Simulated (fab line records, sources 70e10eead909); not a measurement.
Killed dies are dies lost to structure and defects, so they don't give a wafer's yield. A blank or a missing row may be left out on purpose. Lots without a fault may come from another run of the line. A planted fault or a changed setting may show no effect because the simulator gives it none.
Which tool did it? | flow nand_harc | 12 lots, 36 wafers sampled, at 6 steps of a route of 1302

WHAT THE GAUGES READ, wafer by wafer
NHARC_P_ZERO_WELL_INSPECT_43. Usual: raw_defect_count 14, standard deviation 6.4.
lot  | measured     | on                | raw_defect_count | flag
L621 | day 2 03:26  | defect_inspect-01 | 22 7 11          |
L622 | day 2 14:53  | defect_inspect-01 | 10 23 6          |
L626 | day 4 05:47  | defect_inspect-01 | 15 14 13         |
L627 | day 4 15:49  | defect_inspect-02 | 10 24 13         |
L628 | day 5 01:34  | defect_inspect-01 | 19 16 12         |
L629 | day 5 11:41  | defect_inspect-01 | 25 11 3          |
L630 | day 5 21:45  | defect_inspect-02 | 12 15 12         |
L636 | day 8 11:07  | defect_inspect-02 | 22 16 12         |
L640 | day 10 01:55 | defect_inspect-02 | 9 14 16          |
L641 | day 10 12:14 | defect_inspect-01 | 21 17 28         |
L643 | day 11 07:47 | defect_inspect-01 | 12 19 15         |
L644 | day 11 17:44 | defect_inspect-01 | 10 3 7           |

NHARC_P_STI_INSPECT_25. Usual: raw_defect_count 215, standard deviation 72.
lot  | measured     | on                | raw_defect_count | flag
L621 | day 4 04:52  | defect_inspect-01 | 171 144 232      |
L622 | day 4 09:44  | defect_inspect-01 | 154 139 137      |
L626 | day 6 04:25  | defect_inspect-02 | 157 163 382      |
L627 | day 6 15:59  | defect_inspect-02 | 150 171 121      |
L628 | day 6 23:35  | defect_inspect-01 | 246 207 211      |
L629 | day 7 14:26  | defect_inspect-02 | 296 218 224      |
L630 | day 7 14:26  | defect_inspect-01 | 138 192 249      |
L636 | day 10 03:42 | defect_inspect-02 | 144 105 123      |
L640 | day 12 05:27 | defect_inspect-02 | 404 236 288      |
L641 | day 12 18:06 | defect_inspect-02 | 184 242 175      |
L643 | day 13 02:31 | defect_inspect-02 | 119 178 154      |
L644 | day 13 18:58 | defect_inspect-01 | 302 224 208      |

NHARC_P_GATE_CD_MEAS_11: target cd 1640 nm. Usual: cd_nm 1639.6 nm, standard deviation 1.3.
lot  | measured     | on        | cd_nm (nm)           | flag
L621 | day 4 13:54  | cd_sem-02 | 1639.5 1639.3 1638.4 |
L622 | day 4 18:53  | cd_sem-02 | 1640.3 1639.2 1642.6 |
L626 | day 6 13:07  | cd_sem-02 | 1636.9 1639.1 1639.2 |
L627 | day 7 00:34  | cd_sem-03 | 1640.2 1639.6 1638.8 |
L628 | day 7 08:01  | cd_sem-03 | 1639.7 1640.3 1642.3 |
L629 | day 7 22:58  | cd_sem-01 | - - -                | OFF
L630 | day 7 22:48  | cd_sem-02 | 1642.6 1641.3 1641.9 |
L636 | day 10 11:53 | cd_sem-02 | 1639.1 1639.0 1637.1 |
L640 | day 12 15:41 | cd_sem-01 | 1638.1 1637.1 1638.8 |
L641 | day 13 02:42 | cd_sem-03 | 1639.8 1638.4 1636.9 |
L643 | day 13 11:04 | cd_sem-02 | 1636.7 1638.4 1638.1 |
L644 | day 14 03:23 | cd_sem-03 | 1640.6 1640.6 1640.6 |

NHARC_END_SORT_01. Usual: killed_at_array 46, standard deviation 15; killed_at_other 0.8, standard deviation 1.1; killed_at_periphery 4.0, standard deviation 2.9; killed_dies 50, standard deviation 15; killed_open 3.2, standard deviation 1.8; killed_short 2.3, standard deviation 1.6.
lot  | measured     | on        | killed_at_array | killed_at_other | killed_at_periphery | killed_dies | killed_open | killed_short | flag
L621 | day 24 12:54 | prober-01 | 31 15 17        | 0 0 2           | 4 3 2               | 35 18 21    | 5 1 2       | 5 5 3        |
L622 | day 24 12:56 | prober-02 | 59 74 63        | 1 0 3           | 1 5 3               | 61 79 69    | 4 4 2       | 2 1 1        |
L626 | day 26 02:25 | prober-02 | 64 53 70        | 1 0 1           | 5 5 6               | 70 58 77    | 7 3 7       | 1 2 0        |
L627 | day 27 00:16 | prober-02 | 40 33 33        | 0 0 0           | 0 7 2               | 40 40 35    | 2 1 1       | 2 1 2        |
L628 | day 27 00:12 | prober-01 | 48 37 42        | 5 4 2           | 12 8 6              | 65 49 50    | 5 2 3       | 1 2 3        |
L629 | day 27 14:41 | prober-01 | 20 25 21        | 0 1 0           | 657 651 656         | 677 677 677 | 3 3 1       | 0 0 1        | OFF
L630 | day 28 02:10 | prober-02 | 63 64 57        | 3 0 3           | 8 5 4               | 74 69 64    | 0 3 5       | 4 2 6        |
L636 | day 30 11:53 | prober-02 | 36 55 59        | 0 1 1           | 2 0 4               | 38 56 64    | 5 3 3       | 5 0 2        |
L640 | day 33 01:45 | prober-01 | 56 62 43        | 1 1 0           | 2 4 4               | 59 67 47    | 3 4 2       | 4 2 2        |
L641 | day 33 04:43 | prober-02 | 42 44 52        | 0 2 0           | 5 3 4               | 47 49 56    | 1 3 2       | 1 2 3        |
L643 | day 33 09:38 | prober-01 | 39 52 29        | 2 1 1           | 1 4 4               | 42 57 34    | 1 3 2       | 1 4 0        |
L644 | day 34 00:09 | prober-01 | 20 27 23        | 0 1 1           | 9 5 10              | 29 33 34    | 2 4 6       | 0 4 1        |

WHICH TOOL RAN EACH LOT (tool, then ch and the chambers of the sampled wafers, then the start)
lot  | NHARC_P_ZERO_WELL_ETCH_65          | NHARC_P_GATE_EXPOSE_08
L621 | rie_diel-05 ch 0,1, day 1 21:29    | krf_scanner-03 ch 0, day 4 13:44
L622 | rie_diel-05 ch 0,1, day 2 07:37    | krf_scanner-01 ch 0, day 4 18:43
L626 | rie_diel-05 ch 1,2, day 3 23:31    | krf_scanner-01 ch 0, day 6 12:58
L627 | rie_diel-10 ch 1,3, day 4 09:34    | krf_scanner-01 ch 0, day 7 00:25
L628 | rie_diel-05 ch 0,1,2, day 4 19:22  | krf_scanner-04 ch 0, day 7 07:51
L629 | rie_diel-05 ch 1,2,3, day 5 05:28  | krf_scanner-04 ch 0, day 7 22:49
L630 | rie_diel-05 ch 1,2,3, day 5 15:33  | krf_scanner-01 ch 0, day 7 22:39
L636 | rie_diel-10 ch 0,1, day 8 03:22    | krf_scanner-01 ch 0, day 10 11:44
L640 | rie_diel-10 ch 0,2,3, day 9 19:37  | krf_scanner-01 ch 0, day 12 15:32
L641 | rie_diel-10 ch 0,1,2, day 10 05:58 | krf_scanner-01 ch 0, day 13 02:32
L643 | rie_diel-01 ch 1,2,3, day 11 01:31 | krf_scanner-04 ch 0, day 13 10:54
L644 | rie_diel-05 ch 0,2, day 11 11:29   | krf_scanner-03 ch 0, day 14 03:14
- NHARC_P_ZERO_WELL_ETCH_65: etches the open film in N2/H2, target depth 80 nm, overetch 24 nm, time 87.88 s.
- NHARC_P_GATE_EXPOSE_08: exposes mask P HV.

WHAT THE TOOLS THEMSELVES READ (means of the sampled wafers that have a number; where no wafer has one, the mark that the record gives instead)
NHARC_P_ZERO_WELL_ETCH_65. Usual: drypump_motor_current_A 5.6 A, standard deviation 0.48; n2_flow_sccm 149.9 sccm, standard deviation 0.41; oes_product_au 1.003 a.u., standard deviation 0.0078; rf_vpp_V 431.9 V, standard deviation 2.3; showerhead_plenum_p_Torr 2.09 Torr, standard deviation 0.082; throttle_valve_pct 14.171 %, standard deviation 0.0097.
lot  | tool        | drypump_motor_current_A (A) | n2_flow_sccm (sccm) | oes_product_au (a.u.) | rf_vpp_V (V) | showerhead_plenum_p_Torr (Torr) | throttle_valve_pct (%) | flag
L621 | rie_diel-05 | 5.5                         | 149.6               | 1.003                 | 430.3        | 2.07                            | 14.173                 |
L622 | rie_diel-05 | 5.8                         | 149.9               | 1.000                 | 429.8        | 2.01                            | 14.175                 |
L626 | rie_diel-05 | 5.7                         | 150.0               | 0.996                 | 430.2        | 2.03                            | 14.180                 |
L627 | rie_diel-10 | 6.2                         | 150.7               | 1.003                 | 432.1        | 2.09                            | 14.169                 |
L628 | rie_diel-05 | 5.4                         | 150.1               | 1.000                 | 431.2        | 2.08                            | 14.164                 |
L629 | rie_diel-05 | 5.4                         | 149.6               | 0.990                 | 430.6        | 2.05                            | 14.179                 |
L630 | rie_diel-05 | 5.4                         | 150.0               | 0.997                 | 431.0        | 2.05                            | 14.174                 |
L636 | rie_diel-10 | 5.9                         | 149.7               | 1.012                 | 433.0        | 2.11                            | 14.165                 |
L640 | rie_diel-10 | 5.5                         | 149.8               | 1.010                 | 431.5        | 2.08                            | 14.183                 |
L641 | rie_diel-10 | 5.7                         | 149.8               | 1.012                 | 432.1        | 2.12                            | 14.167                 |
L643 | rie_diel-01 | 5.8                         | 150.1               | 1.005                 | 432.8        | 2.13                            | 14.163                 |
L644 | rie_diel-05 | 5.1                         | 149.9               | 0.997                 | 433.1        | 2.13                            | 14.169                 |

THE ANSWER, worked out from the rows above alone
Rule: a lot is off if the mean of its wafers that have a number lies more than 3 standard deviations from the usual mean. A lot without any number at a reading at which 4 lots or more have one is off too. The other lots that the step has rows for count as sound. The gauges are gone through in route order, then the tools' own readings, and for those a lot's mean is taken as printed above. The first step at which some lot is off is used, and at that step the reading that is off furthest; a lot without a number counts as furthest.
Off: L629, at NHARC_P_GATE_CD_MEAS_11 (cd_nm). Without a number there: L629.
A tool fits if, at a process step before that reading, it ran every lot that is off, and no sound lot after the first of them. The gauges at NHARC_P_GATE_CD_MEAS_11 aren't tried: what is off there is off at NHARC_END_SORT_01 too, on other tools, and a gauge's error can't cause that. None of those tried fits.

WHAT THE SIMULATOR HAD PUT IN
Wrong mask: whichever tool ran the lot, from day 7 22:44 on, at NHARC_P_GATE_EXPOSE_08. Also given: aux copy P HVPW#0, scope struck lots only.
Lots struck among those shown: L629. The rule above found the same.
